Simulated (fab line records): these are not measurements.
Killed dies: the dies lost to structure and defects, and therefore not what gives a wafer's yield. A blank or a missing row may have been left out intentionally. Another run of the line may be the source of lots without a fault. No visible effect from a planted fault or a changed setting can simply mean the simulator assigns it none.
Problem report in the 8D (eight disciplines) form, filled by code -- flow n5Finfet -- the parts of the form that need people (team, actions taken, sign-off) are left out

== 1. THE PROBLEM ==
A mean of 102.5 nm is read at N5_BEOL_M7_OCD_MEAS_38 for trenchDepthNm, taken on 1 wafer of 1 lot, against 93.2 nm (standard deviation 1.8) on wafers free of any fault. That puts it +5.2 standard deviations away from the usual mean.
The first sign was on wafer L963.4 at day 13 12:22, on ocd-01. Wafers with a number at this step in the record: 15, from 5 lots. The rule behind "out" and "out of limits": a value lying over 4 standard deviations away from the usual mean. The rest of the wafers with a number are treated as sound.

== 2. WHAT IT IS AND WHAT IT IS NOT ==
question,is,is not
which readings at this step,trenchDepthNm,-
which lots,L963,"L945, L948, L950, L955"
which wafers of those lots,L963.4,"L963.2, L963.5"
read on which gauges,ocd-01,ocd-02
when,from day 13 12:22,up to then (14 sound wafers)

== 3. SUSPECTS, AND WHAT RULES EACH OUT ==
Counting: any tool at a process step up to the reading remains a suspect provided it ran every lot that is out. Sound lots after the first of them don't rule it out here, since some wafers of a struck lot are sound.
- the gauge at N5_BEOL_M7_OCD_MEAS_38 has been ruled out. All the wafers that are out were read on ocd-01, but those of them that N5_BEOL_M7_TRENCH_ETCH_37 has rows for are out there too, on other tools.
- rieDiel-04 at N5_BEOL_M7_ETCH_65 (etches SiARC in CF4, target depth 15.6 nm, time 26 s): kept. It processed L963, the lot that is out, at day 13 11:59, and its most recent sound lot before then was L950 at day 10 03:24.
- rieDiel-04 at N5_BEOL_M7_ETCH_66 (etches SOC in N2/H2, target depth 80 nm, overetch 16 nm, time 120 s): kept. It processed L963, the lot that is out, at day 13 12:01, and its most recent sound lot before then was L950 at day 10 03:25.
- rieDiel-04 at N5_BEOL_M7_TRENCH_ETCH_37 (etches SiCOH lowk in C4F6/O2, target depth 93.478 nm, time 31.2 s): kept. It processed L963, the lot that is out, at day 13 12:13, and its most recent sound lot before then was L950 at day 10 03:37. On those wafers its own readings are out: rfFwdPowerW.
- rieDiel-04, N5_BEOL_M7_ETCH_65: wafers that are out in chamber 0, sound lot-mates in chambers 1, 3.
- rieDiel-04, N5_BEOL_M7_ETCH_66: wafers that are out in chamber 0, sound lot-mates in chambers 1, 3.
- rieDiel-04, N5_BEOL_M7_TRENCH_ETCH_37: wafers that are out in chamber 0, sound lot-mates in chambers 1, 3.
rieDiel-04 at N5_BEOL_M7_ETCH_65, rieDiel-04 at N5_BEOL_M7_ETCH_66 and rieDiel-04 at N5_BEOL_M7_TRENCH_ETCH_37 are what is left after counting.

== 4. THE CAUSE (what the simulator had put in) ==
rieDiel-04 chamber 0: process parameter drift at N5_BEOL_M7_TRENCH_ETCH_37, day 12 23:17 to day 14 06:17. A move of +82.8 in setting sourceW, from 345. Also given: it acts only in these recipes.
This tool is one of the 3 suspects left after counting.

== 5. SEQUENCE OF EFFECTS, ordered by route ==
Each row: a reading whose mean over the struck wafers that have a number lies more than 3 standard deviations from the usual. Readings are gone through only where the record gives a usual standard deviation; hours: the median, over the lots, of the time from a lot's start at the first step in this table giving one to that lot's start at this step; sigmas: the change measured in usual standard deviations.
hours,step,reading,usual,on struck wafers,change,sigmas
0,N5_BEOL_M7_TRENCH_ETCH_37,rfFwdPowerW,340.0 W,423.1,+83.1,+42
0,N5_BEOL_M7_TRENCH_ETCH_37,rfVppV,656 V,607,-49,-3.8
0,N5_BEOL_M7_OCD_MEAS_38,trenchDepthNm,93.2 nm,102.5,+9.3,+5.2
4,N5_BEOL_M7_THK_MEAS_53,M7_THK,77.4 nm,86.3,+8.9,+4.2
4,N5_BEOL_M7_RS_MEAS_57,M7_RS,0.288 ohm/sq,0.253,-0.035,-3.7
4,N5_BEOL_M7_INSPECT_58,rawDefectCount,76,163,+87,+3.6
The process steps in it:
- N5_BEOL_M7_TRENCH_ETCH_37: etches SiCOH lowk in C4F6/O2, target depth 93.478 nm, time 31.2 s.
Later steps that measure or inspect, where all struck wafers having a row at the step show a number for every such reading and not one has moved that far: N5_BEOL_M7_CD_MEAS_35.

== 6. WHAT WOULD HAVE CAUGHT IT SOONER ==
Counted from the fault's start at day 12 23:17, it took 13 hours until the first out-of-limits reading at a measuring or inspecting step in this record, taken at day 13 12:22.
Tool's own readings at N5_BEOL_M7_TRENCH_ETCH_37, rfFwdPowerW: out on all struck wafers the step has rows for; an alarm limit on them would have tripped on the first.
By day 13 12:22, every lot that is out (1) had started N5_BEOL_M7_TRENCH_ETCH_37 on rieDiel-04. Holding the tool at that point would not have protected any of them.
